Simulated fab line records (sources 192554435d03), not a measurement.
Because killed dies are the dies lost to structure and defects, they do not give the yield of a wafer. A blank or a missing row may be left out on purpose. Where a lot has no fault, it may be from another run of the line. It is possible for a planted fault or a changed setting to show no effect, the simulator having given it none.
A lot that was struck, set against a sound lot || flow n5 finfet || 17 steps out of a route of 1938
Sound: these wafers, L377.2, L377.3, L377.5. Struck: wafer L396.3 (L396.1, L396.5, from the same lot, were not struck and are left out); the cause is given at the end.
For every step that has rows: the tool of each side, followed by ch and its chambers, followed by its first start. Under that, the readings that differ: sound wafers || struck wafers || difference of the means || sigmas: that difference in standard deviations of wafers without a fault.
alike: readings with means less than 2 such deviations apart, plus words and numbers identical on both sides. not compared: withheld readings, readings lacking a value on some wafer, bounds such as >300 that could conceal the same value, and numbers that have no deviation in the record and whose values overlap.
The two part at a step that has a row with sigmas, a row that says differs or no value, or rows on one side only. Non-overlapping numbers with no deviation appear without sigmas and do not part them. A reading missing from all wafers of one side parts the sides only when that side holds two or more wafers.

first, 8 steps without rows for these wafers: N5_MIM_BOT_LITHO_HMDS_01 (time 60 s); N5_MIM_BOT_LITHO_COAT_02; N5_MIM_BOT_LITHO_EBR_04; N5_MIM_BOT_LITHO_SOFTBAKE_03 (time 90 s); N5_MIM_BOT_LITHO_EXPOSE_05 (exposes mask MIM BOT); N5_MIM_BOT_LITHO_PEB_06; N5_MIM_BOT_LITHO_DEVELOP_07 (develop time 60 s); N5_MIM_BOT_LITHO_HARDBAKE_09 (time 120 s).
N5_MIM_BOT_LITHO_CD_MEAS_08: the cd target is 3000 nm.
  sound on cd sem-02 ch 0, day 12 18:56; struck on cd sem-02 ch 0, day 19 16:02
  alike: cd nm
N5_MIM_BOT_LITHO_OVL_MEAS_11:
  sound on overlay-02 ch 0, day 12 18:58; struck on overlay-02 ch 0, day 19 16:04
  alike: MIM_BOT_OVL
N5_MIM_BOT_LITHO_INSPECT_12: inspects for defects (macro).
  sound: defect inspect-01 at day 12 18:59; struck: defect inspect-01 at day 19 16:05
  alike: raw defect count
N5_MIM_BOT_LITHO_DESCUM_10: chemistry O2, time 7.9 s.
  sound on rie diel-03 ch 0,1,3, day 12 19:01; struck on rie diel-03 ch 0, day 19 16:07
  alike: drypump motor current A, oes product au, rf vpp V, showerhead plenum p Torr, throttle valve pct
  not compared: rf hours counter h
N5_MIM_BOT_ETCH_ETCH_04: etches SiNx in CF4/O2, target depth 26 nm, time 13 s.
  sound on rie diel-03 ch 0,1,3, day 12 19:05; struck on rie diel-03 ch 0, day 19 16:11
{"reading": "model.etch.depth nm (nm)", "sound": "25.94 25.64 25.85", "struck": 40.07, "difference": "+14.26", "sigmas": ""}
{"reading": "model.MIM_BOT_ETCH.cd offset nm (nm)", "sound": "0 0 -0.2", "struck": -0.6, "difference": -0.5, "sigmas": ""}
  alike: O2_flow_sccm, drypump motor current A, oes product au, rf vpp V, showerhead plenum p Torr, throttle valve pct
  not compared: rf hours counter h, model.coat_of_MIM_BOT_LITHO_COAT_02.thk nm
N5_MIM_BOT_ETCH_ETCH_03: etches the open film in Cl2/BCl3, target depth 12 nm.
  sound on rie metal-01 ch 0, day 12 19:10; struck on rie metal-03 ch 0, day 19 16:16
  alike: drypump motor current A, oes product au, throttle valve pct
  not compared: rf hours counter h
N5_MIM_BOT_ETCH_ETCH_00: etches TiN in Cl2/BCl3, target depth 45.5 nm.
  sound on rie metal-01 ch 0, day 12 19:16; struck on rie metal-03 ch 0, day 19 16:22
{"reading": "model.MIM_BOT_ETCH.cd offset nm (nm)", "sound": "-0.2 0 -0.4", "struck": -0.6, "difference": -0.4, "sigmas": ""}
  alike: drypump motor current A, oes product au, throttle valve pct
  not compared: rf hours counter h, model.coat_of_MIM_BOT_LITHO_COAT_02.thk nm
N5_MIM_BOT_ETCH_STRIP_01: strips in O2.
  sound on rie diel-03 ch 1,2,3, day 12 19:24; struck on rie diel-05 ch 2, day 19 16:31
  alike: drypump motor current A, oes product au, rf vpp V, showerhead plenum p Torr, throttle valve pct
  not compared: rf hours counter h
N5_PASSIVATION_PROBE_49:
  sound wafers here have rows in the record (prober-01, day 13 02:58); struck ones have none

WHERE THEY PART
Only at N5_PASSIVATION_PROBE_49, within this record.

WHY: whatever the simulator had introduced
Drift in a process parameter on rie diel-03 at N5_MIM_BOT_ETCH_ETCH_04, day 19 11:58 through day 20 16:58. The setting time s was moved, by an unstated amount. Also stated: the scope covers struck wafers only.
